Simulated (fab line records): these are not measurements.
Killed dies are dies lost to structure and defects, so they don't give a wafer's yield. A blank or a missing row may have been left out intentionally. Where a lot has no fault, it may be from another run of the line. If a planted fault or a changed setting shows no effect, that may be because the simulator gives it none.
fab line records | flow nand-harc
record lots=13 wafers=39 last-day=34
route steps=1302 shown A_BLC@1132 A_M0@1156 A_M1@1187
lots that met no fault: from a run of the same line without faults
start-h: the number of hours between the record's first day and the start of the first shown wafer of the lot | wait-h: hours from the lot's prior step to this one | " same as the row above | L1.1+2: a single row standing in for several wafers | - no value, or no start was given | * or withheld: withheld | < > ~ a bound
route shown NAME@n: a module of which the file shows steps, and the number in the route of the first | usual: average and standard deviation across the fault-free wafers | same: alike in all rows | chamber/n: place in a boat | sites: readings site by site | _std_site: standard deviation across them | _edge_site: outer sites' mean less inner sites' | radius-mm: how far each site lies from the wafer's centre | mask NAME#n: copy n | behind: tool/chamber where the wafer was last shaped | hold: reason for holding the lot/hours on hold/outcome of the hold | device: which transistor (n, p or np) failed to switch | end of line: the route-end tests of the same wafers | for a step that has no rows: nothing shown but its recipe | killed: the dies lost at the first sort to structure and to defects; this is not the yield of the wafer | map: a wafer's dies, x killed, . not, _ none there
set.NAME: the setting that was run; set.NAME@STEP: the one run at that earlier step | model.NAME: the simulator's own value behind a step, which no gauge read
route steps across a sampled set of lots; one table per step, one row per wafer
services: from which hour (start-h, from the record's first day; less than 0 if before it) a tool's chamber was out of use, for how many hours, and why
## steps
# step NHARC_A_BLC_CVD_24
# recipe target-thk-a=1500 temp-c=300 pressure-torr=40 wf6-flow-sccm=40 h2-flow-sccm=1600 ar-flow-sccm=1560 time-s=434 material=W
# usual chamber-pressure-Torr=39.99/0.093 heater-power-outer-w=271/20 heater-power-w=485/26 mfc-wf6-sccm=40.01/0.12 throttle-valve-pct=7.9/0.33
# columns lot.wafer tool chamber start-h wait-h chamber-pressure-Torr heater-power-outer-w heater-power-w mfc-wf6-sccm throttle-valve-pct
L665.2 cvd-w-02 0 - - 39.82 250 466 40.01 7.9
L665.3 " 1 " " 40.07 292 500 39.99 8.1
L665.6 " 1 " " 39.89 301 485 40.01 7.9
L666.1 cvd-w-01 0 - - 39.84 244 435 39.87 8.6
L666.4 " 0 " " 39.84 242 437 39.92 8.3
L666.6 " 1 " " 40.10 276 503 39.80 7.5
L670.2 cvd-w-02 1 - - 40.01 298 488 39.92 7.8
L670.3 " 0 " " 39.92 246 466 39.98 8.3
L670.6 " 1 " " 40.00 295 497 39.94 7.9
L671.1 cvd-w-02 1 - - 39.90 296 500 40.03 7.9
L671.2 " 0 " " 39.98 253 456 39.91 7.8
L671.6 " 0 " " 40.07 247 449 40.14 8.0
L672.1 cvd-w-02 1 - - 40.07 294 503 40.33 7.8
L672.3 " 0 " " 39.93 250 464 39.99 7.9
L672.5 " 0 " " 39.98 253 461 39.87 8.0
L681.1 cvd-w-02 1 - - 40.09 299 503 39.93 7.7
L681.2 " 0 " " 39.96 264 486 40.00 7.9
L681.5 " 1 " " 39.99 296 500 39.97 7.9
L680.2 cvd-w-02 0 - - 39.97 257 483 40.08 8.1
L680.1 " 1 " " 39.93 292 506 40.07 7.7
L680.4 " 0 " " 39.98 252 486 40.01 7.9
L683.1 cvd-w-01 0 - - 40.05 246 453 40.12 8.6
L683.4 " 0 " " 40.01 247 454 39.80 8.3
L683.3 " 1 " " 40.05 283 513 39.98 7.6
L682.2 cvd-w-02 0 - - 40.09 262 491 40.03 8.0
L682.3 " 0 " " 39.89 259 473 39.99 7.9
L682.5 " 0 " " 39.96 260 489 39.90 7.8
L685.1 cvd-w-02 0 - - 40.06 260 478 39.86 7.7
L685.4 " 0 " " 39.82 262 476 40.02 7.9
L685.5 " 1 " " 39.87 296 507 40.06 7.6
L684.1 cvd-w-01 0 - - 40.09 253 452 39.98 8.6
L684.4 " 1 " " 39.95 284 517 39.95 7.8
L684.3 " 0 " " 40.01 250 466 40.01 8.6
L687.2 cvd-w-01 1 - - 39.93 296 550 40.12 7.6
L687.3 " 1 " " 40.01 296 549 39.90 7.5
L687.6 " 0 " " 39.93 240 447 40.11 8.5
L688.3 cvd-w-02 0 - - 40.02 264 485 39.82 8.1
L688.5 " 0 " " 40.00 258 476 40.03 7.9
L688.6 " 1 " " 40.02 295 490 39.98 7.5
# step NHARC_A_M0_DEGAS_28
# recipe temp-c=250 time-s=60
# usual heater-power-w=332/33
# columns lot.wafer tool chamber start-h wait-h heater-power-w
L665.2 pvd-sputter-01 - 526.01 - 260
L665.3 " - " " 341
L665.6 " - " " 258
L666.4 pvd-sputter-01 - 541.68 - 396
L666.1 " - " " 249
L666.6 " - " " 299
L670.3 pvd-sputter-02 - 558.34 - 308
L670.2 " - " " 355
L670.6 " - " " 354
L671.2 pvd-sputter-02 - 575.13 - 319
L671.1 " - " " 322
L671.6 " - " " 353
L672.1 pvd-sputter-02 - 615.50 - 332
L672.3 " - " " 315
L672.5 " - " " 337
L681.2 pvd-sputter-02 - 687.39 - 294
L681.1 " - " " 354
L681.5 " - " " 351
L680.2 pvd-sputter-02 - 691.84 - 351
L680.4 " - " " 351
L680.1 " - " " 336
L683.1 pvd-sputter-01 - 710.07 - 374
L683.4 " - " " 246
L683.3 " - " " 310
L682.2 pvd-sputter-02 - 711.83 - 352
L682.3 " - " " 300
L682.5 " - " " 347
L685.4 pvd-sputter-03 - 716.45 - 317
L685.1 " - " " 374
L685.5 " - " " 398
L684.4 pvd-sputter-02 - 718.38 - 287
L684.3 " - " " 352
L684.1 " - " " 335
L687.2 pvd-sputter-01 - 748.91 - 341
L687.3 " - " " 375
L687.6 " - " " 319
L688.3 pvd-sputter-02 - 772.58 - 353
L688.6 " - " " 348
L688.5 " - " " 355
# step NHARC_A_M0_THK_MEAS_24
# recipe thk-meas-gauge=xrf
# usual thk-nm=113.4/1.5
# columns lot.wafer tool chamber start-h wait-h thk-nm
L665.2 film-metro-02 - 527.51 - 114.4
L665.3 " - " " 114.6
L665.6 " - " " 113.5
L666.1 film-metro-02 - 543.07 - 114.0
L666.4 " - " " 113.4
L666.6 " - " " 112.7
L670.2 film-metro-01 - 559.98 - 111.7
L670.3 " - " " 113.4
L670.6 " - " " 115.5
L671.1 film-metro-02 - 576.52 - 112.1
L671.2 " - " " 112.0
L671.6 " - " " 110.9
L672.1 film-metro-02 - 616.89 - 113.0
L672.3 " - " " 112.9
L672.5 " - " " 112.8
L681.1 film-metro-01 - 688.81 - 115.7
L681.2 " - " " 112.2
L681.5 " - " " 112.8
L680.1 film-metro-01 - 693.52 - 115.4
L680.2 " - " " 113.6
L680.4 " - " " 112.5
L683.1 film-metro-01 - 711.47 - 114.2
L683.3 " - " " 113.5
L683.4 " - " " 111.6
L682.2 film-metro-01 - 713.22 - 112.7
L682.3 " - " " 113.1
L682.5 " - " " 112.2
L685.1 film-metro-02 - 717.91 - 112.2
L685.4 " - " " 111.5
L685.5 " - " " 113.9
L684.1 film-metro-02 - 719.77 - 113.3
L684.3 " - " " 113.3
L684.4 " - " " 114.3
L687.2 film-metro-02 - 750.30 - 114.4
L687.3 " - " " 114.6
L687.6 " - " " 112.7
L688.3 film-metro-01 - 774.01 - 110.6
L688.5 " - " " 112.1
L688.6 " - " " 112.6
# step NHARC_A_M1_ETCH_28
# recipe target-depth-a=300 over-etch-frac=0.3 time-s=72.99 ion-energy-ev=150 cf4-flow-sccm=50 n2-flow-sccm=100 ar-flow-sccm=150 rf-w=300 bias-w=100 chemistry=CF4/N2
# usual bias-w=100.0/0.3 drypump-motor-current-A=6.1/0.62 n2-flow-sccm=100.00/0.28 oes-product-au=1.000/0.0099 rf-vpp-V=314.0/2.2 run-length-s=94.1/0.42 showerhead-plenum-p-Torr=2.62/0.11 throttle-valve-pct=19.793/0.01
# columns lot.wafer tool chamber start-h wait-h bias-w drypump-motor-current-A n2-flow-sccm oes-product-au rf-hours-counter-h rf-vpp-V run-length-s showerhead-plenum-p-Torr throttle-valve-pct
L665.2 rie-diel-04 2 530.14 - 99.6 6.8 99.67 1.018 9.0 312.8 93.8 2.55 19.796
L665.3 " 0 " " 100.2 6.5 99.74 0.993 8.7 315.6 94.4 2.73 19.800
L665.6 " 2 " " 100.0 6.8 99.53 1.018 - 313.3 93.9 2.55 19.801
L666.4 rie-diel-04 3 545.48 - 100.4 5.4 99.39 1.002 0.2 314.8 94.5 2.60 19.797
L666.1 " 0 " " 100.2 6.5 100.20 0.986 0.2 315.5 94.5 2.73 19.800
L666.6 " 2 " " 99.9 6.8 99.85 1.010 - 312.9 93.4 2.55 19.772
L670.3 rie-diel-03 1 562.32 - 100.2 6.3 100.23 1.012 3.3 314.6 94.5 2.60 19.792
L670.2 " 3 " " 99.6 5.9 100.00 0.990 3.2 317.7 93.8 2.82 19.783
L670.6 " 1 " " 99.9 6.3 99.95 1.013 - 315.3 94.3 2.61 19.798
L671.1 rie-diel-03 0 578.86 - 100.4 5.8 99.81 1.010 2.4 313.2 94.4 2.50 19.798
L671.2 " 2 " " 99.9 5.2 100.27 0.995 3.6 311.1 93.9 2.56 19.785
L671.6 " 0 " " 100.2 5.8 99.93 1.010 - 313.0 94.7 2.50 19.791
L672.3 rie-diel-04 0 619.15 - - 6.5 99.92 0.990 5.9 316.4 72.5 2.73 19.770
L672.1 " 1 " " 99.5 6.8 100.15 0.990 4.3 314.5 94.9 2.60 19.800
L672.5 " 3 " " 100.3 5.4 100.36 0.993 - 314.3 94.1 2.60 19.795
L681.1 rie-diel-02 3 691.24 - 99.7 4.7 100.41 0.999 6.5 316.6 93.7 2.80 19.802
L681.2 " 2 " " 100.4 6.3 100.33 1.013 6.2 311.8 94.1 2.49 19.800
L681.5 " 3 " " 100.0 4.7 100.03 0.999 - 317.6 93.6 2.80 19.790
L680.1 rie-diel-04 1 695.91 0.3 99.7 6.7 100.17 1.003 9.6 315.0 94.7 2.60 19.791
L680.2 " 0 " " 99.8 6.5 100.17 0.981 10.4 315.6 94.5 2.73 19.776
L680.4 " 0 " " 100.2 6.5 99.37 0.987 - 316.1 94.7 2.73 19.795
L683.3 rie-diel-02 1 713.84 - 99.4 6.0 100.30 1.018 6.4 318.6 94.0 2.75 19.796
L683.4 " 2 " " 100.2 6.3 100.36 0.999 7.6 312.6 93.9 2.49 19.795
L683.1 " 3 " " 100.3 4.7 100.38 1.002 7.9 318.1 93.9 2.80 19.773
L682.3 rie-diel-02 0 715.61 - 100.2 6.2 99.54 1.006 7.4 310.6 93.5 2.44 19.783
L682.2 " 1 " " 99.9 6.0 100.03 1.004 6.6 316.1 94.3 2.75 19.807
L682.5 " 3 " " 99.4 4.7 99.87 1.001 - 318.3 93.7 2.80 19.794
L685.4 rie-diel-04 2 720.29 - 99.6 6.8 100.06 0.990 0.1 312.5 93.4 2.55 19.796
L685.1 " 3 " " 100.4 5.4 100.16 0.988 0.1 314.0 94.4 2.60 19.796
L685.5 " 1 " " 100.4 6.8 100.22 1.001 - 312.9 94.4 2.60 19.790
L684.1 rie-diel-02 3 721.98 - 100.0 4.7 99.99 1.000 8.6 315.0 93.9 2.80 19.778
L684.4 " 0 " " 99.4 6.3 99.78 1.008 7.9 312.1 93.4 2.44 19.782
L684.3 " 1 " " 99.3 6.0 100.08 1.002 7.0 316.9 94.4 2.75 19.786
L687.3 rie-diel-03 1 752.80 - 99.7 6.3 100.38 0.986 3.4 314.3 94.5 2.60 19.796
L687.2 " 3 " " 99.6 5.9 99.89 1.010 3.1 319.4 93.5 2.81 19.787
L687.6 " 0 " " 99.8 5.8 99.83 0.999 - 312.3 94.4 2.50 19.801
L688.3 rie-diel-03 0 776.35 - 99.9 5.8 100.06 1.025 4.4 311.2 94.5 2.50 19.788
L688.5 " 3 " " 100.0 5.9 99.89 1.006 - 317.0 94.1 2.81 19.794
L688.6 " 0 " " 100.2 5.8 100.57 1.012 - 311.4 94.4 2.50 19.785
## services
# columns tool chamber start-h hours kind
rie-diel-03 0 515.95 36.2 repair
pvd-sputter-01 - 519.07 3.4 repair
rie-diel-04 - 531.90 9.0 pm
cvd-w-01 - 547.00 13.0 pm
rie-diel-04 1 555.22 12.4 repair
rie-diel-02 - 556.12 0.8 repair
rie-diel-02 - 570.72 9.0 pm
cvd-w-01 - 581.14 2.6 repair
pvd-sputter-01 - 582.07 10.0 pm
rie-diel-03 2 582.95 8.1 repair
rie-diel-02 2 583.96 4.6 repair
rie-diel-04 0 585.45 4.5 repair
rie-diel-02 - 596.22 1.1 repair
cvd-w-01 - 623.07 0.4 repair
cvd-w-02 - 625.21 0.8 repair
cvd-w-02 - 631.52 13.0 pm
pvd-sputter-02 - 638.04 10.0 pm
rie-diel-04 3 662.12 3.4 repair
rie-diel-04 2 681.28 22.1 repair
rie-diel-04 3 691.50 11.0 repair
rie-diel-04 0 697.94 5.2 repair
rie-diel-04 - 708.90 9.0 pm
rie-diel-04 1 756.86 9.3 repair
rie-diel-04 - 764.28 0.4 repair
## key
first-sign step=NHARC_A_M1_ETCH_28 reading=run-length-s direction=down sigmas=51 usual=* struck=*
effect none on later readings
met-at NHARC_A_M1_ETCH_28
struck-lots L672
struck-wafers L672.3
sort-left-out L672.3
not-acting-at NHARC_A_BLC_CVD_24,NHARC_A_M0_DEGAS_28,NHARC_A_M0_THK_MEAS_24
onset-between 545.48 619.15
fault kind=process-parameter-drift tool=rie-diel-04 chamber=0 onset-h=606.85 steps=NHARC_A_M1_ETCH_28 channel=time-s offset=* shape=step end-h=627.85 acts-in=* stated=*
# sort-left-out: the simulated sort isn't trusted on such a fault, so these wafers' sort isn't shown, and their yield isn't known
